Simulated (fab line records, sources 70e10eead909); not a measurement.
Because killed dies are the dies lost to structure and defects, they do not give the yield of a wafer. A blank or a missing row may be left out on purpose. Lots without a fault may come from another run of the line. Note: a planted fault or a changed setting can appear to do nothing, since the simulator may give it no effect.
Struck lot and sound lot, side by side + flow nand harc + 32 steps out of a route of 1302
Sound: wafers L143.3, L143.4, L143.6. Struck: wafer L157.4 (left out: L157.2, L157.5 of the same lot, which were not struck); the cause appears at the end.
For every step that has rows: the tool of each side, followed by ch and its chambers, followed by its first start. Under that, the readings that differ: sound wafers + struck wafers + difference of the means + sigmas: that difference in standard deviations of wafers without a fault.
alike: same words and numbers on both sides, and readings whose means sit less than 2 such deviations apart. not compared: any withheld reading, any reading some wafer has no value for, any bound like >300 that may hide the same value, and any number with overlapping values for which the record gives no deviation.
The two part at a step that has a row with sigmas, a row that says differs or no value, or rows on one side only. Numbers that have no deviation but don't overlap get no sigmas and don't part them. A reading that every wafer of one side lacks parts them only if that side has two wafers or more.

first, 2 steps without rows for these wafers: NHARC_A_CHANNEL_HOLE_D1_PEB_08 (peb time 65 s); NHARC_A_CHANNEL_HOLE_D1_DEVELOP_09 (develop time 35 s).
NHARC_A_CHANNEL_HOLE_D1_CD_MEAS_10: the cd target is 100 nm.
  sound on cd sem-01 ch 0, day 8 22:26; struck on cd sem-03 ch 0, day 15 02:50
  alike: cd nm
NHARC_A_CHANNEL_HOLE_D1_OVL_MEAS_11:
  sound: overlay-02 at day 8 22:31; struck: overlay-02 at day 15 02:55
| reading           | sound       | struck | difference | sigmas |
|-------------------|-------------|--------|------------|--------|
| overlay y nm (nm) | 1.9 1.2 2.0 | -0.9   | -2.6       | -4     |
  alike: overlay x nm
NHARC_A_CHANNEL_HOLE_D1_INSPECT_12:
  sound: defect inspect-01 at day 8 22:35; struck: defect inspect-02 at day 15 02:58
  alike: raw defect count
NHARC_A_CHANNEL_HOLE_D1_DESCUM_15: chemistry O2, time 3 s.
  sound on rie diel-10 ch 0,3, day 8 22:38; struck on rie diel-08 ch 2, day 15 03:01
  alike: drypump motor current A, oes product au, rf vpp V, showerhead plenum p Torr, throttle valve pct
  not compared: rf hours counter h
then, 3 steps without rows for these wafers: NHARC_A_CHANNEL_HOLE_D1_ETCH_38 (etches the open film in CF4, target depth 39 nm, time 65 s); NHARC_A_CHANNEL_HOLE_D1_ETCH_39 (etches the open film in N2/H2, target depth 260 nm, time 325 s); NHARC_A_CHANNEL_HOLE_D1_ETCH_34 (etches the open film in CF4/CHF3, target depth 154 nm, time 77 s).
NHARC_A_CHANNEL_HOLE_D1_ETCH_16: etches the open film in O2/COS, target depth 3100 nm, time 806 s.
  sound: rie diel-10 ch 2,3; struck: rie diel-08 ch 3
  alike: drypump motor current A, oes product au, rf vpp V, showerhead plenum p Torr, throttle valve pct
  not compared: rf hours counter h
NHARC_A_CHANNEL_HOLE_D1_CD_MEAS_18:
  sound: cd sem-02 at day 8 23:53; struck: cd sem-03 at day 15 04:11
  alike: cd nm
then, 1 step without rows for these wafers: NHARC_A_CHANNEL_HOLE_D1_ETCH_19 (etches the open film in C4F8/O2/Ar, time 34.5 s).
NHARC_A_CHANNEL_HOLE_D1_ETCH_20: etches the open film in C4F8/O2/Ar, time 361.9 s, target depth 1600 nm.
  sound on har etch-02 ch 0,1, day 9 00:11; struck on har etch-02 ch 0, day 15 05:13
  alike: drypump motor current A, showerhead plenum p Torr, temp c, throttle valve pct
  not compared: rf hours counter h
then, 2 steps without rows for these wafers: NHARC_A_CHANNEL_HOLE_D1_ETCH_21 (etches the open film in C4F8/O2/Ar, time 514.3 s, target depth 1600 nm); NHARC_A_CHANNEL_HOLE_D1_ETCH_22 (etches the open film in C4F8/O2/Ar, time 666.7 s, target depth 1600 nm).
NHARC_A_CHANNEL_HOLE_D1_ETCH_23: etches the open film in C4F8/O2/Ar, time 819 s, target depth 1600 nm.
  sound on har etch-02 ch 0,1, day 9 01:38; struck on har etch-02 ch 0, day 15 06:37
| reading                | sound                | struck | difference | sigmas |
|------------------------|----------------------|--------|------------|--------|
| throttle valve pct (%) | 32.159 32.136 32.143 | 32.169 | +0.023     | +2     |
  alike: drypump motor current A, showerhead plenum p Torr, temp c
  not compared: rf hours counter h
NHARC_A_CHANNEL_HOLE_D1_ETCH_24: etches the open film in C4F8/O2/Ar, time 906.2 s, target depth 1500 nm.
  sound on har etch-02 ch 0,1, day 9 02:22; struck on har etch-02 ch 0, day 15 07:19
  alike: drypump motor current A, showerhead plenum p Torr, temp c, throttle valve pct
  not compared: rf hours counter h
then, 10 steps without rows for these wafers: NHARC_A_CHANNEL_HOLE_D1_ETCH_25 (etches the open film in C4F8/O2/Ar, time 1040.2 s, target depth 1500 nm); NHARC_A_CHANNEL_HOLE_D1_ETCH_26 (etches the open film in C4F8/O2/Ar, time 224.1 s, target depth 300 nm); NHARC_A_CHANNEL_HOLE_D1_ETCH_33 (etches the open film in C4F8/O2/Ar, time 90 s, target depth 400 nm); NHARC_A_CHANNEL_HOLE_D1_STRIP_41 (strips in N2/H2); NHARC_A_CHANNEL_HOLE_D1_STRIP_42 (strips in CF4/CHF3); NHARC_A_CHANNEL_HOLE_D1_STRIP_43 (strips in O2/COS); NHARC_A_CHANNEL_HOLE_D1_ETCH_44 (etches the open film in CF4/O2, target depth 140 nm, overetch 14 nm, time 77 s); NHARC_A_CHANNEL_HOLE_D1_STRIP_27 (strips in O2); NHARC_A_CHANNEL_HOLE_D1_PRECLEAN_28 (cleans in SC1); NHARC_A_CHANNEL_HOLE_D1_SRD_29.
NHARC_A_CHANNEL_HOLE_D1_CD_MEAS_30:
  sound: cd sem-01 at day 9 05:58; struck: cd sem-02 at day 15 10:35
  alike: cd nm
NHARC_A_CHANNEL_HOLE_D1_XSEM_31:
  sound on xsem-02 ch 0, day 9 06:03; struck on xsem-02 ch 0, day 15 10:40
| reading            | sound          | struck | difference | sigmas |
|--------------------|----------------|--------|------------|--------|
| tilt deg (degrees) | 0.04 0.04 0.05 | 0.15   | +0.11      | +2     |
  alike: bot cd nm, bow nm
NHARC_A_CHANNEL_HOLE_D1_INSPECT_40:
  sound: defect inspect-02 at day 9 06:08; struck: defect inspect-01 at day 15 10:46
| reading          | sound     | struck | difference | sigmas |
|------------------|-----------|--------|------------|--------|
| raw defect count | 71 106 94 | 409    | +319       | +10    |
then, 1 step without rows for these wafers: NHARC_A_CHANNEL_FILL_D1_PRECLEAN_00 (cleans in SC1).
-- break in the record here, with 16 days between the starts of the struck wafers on either side (left off in module A_CHANNEL_FILL_D1, picked up again in module END, where the first step shown is number 1302 on the route) --
NHARC_END_SORT_01:
  here the record holds rows for the struck wafers (prober-02 ch 0, day 31 10:52) but none for the sound ones

WHERE THEY PART
First at NHARC_A_CHANNEL_HOLE_D1_OVL_MEAS_11; last, within this record, at NHARC_END_SORT_01.

WHY: what had been put in by the simulator
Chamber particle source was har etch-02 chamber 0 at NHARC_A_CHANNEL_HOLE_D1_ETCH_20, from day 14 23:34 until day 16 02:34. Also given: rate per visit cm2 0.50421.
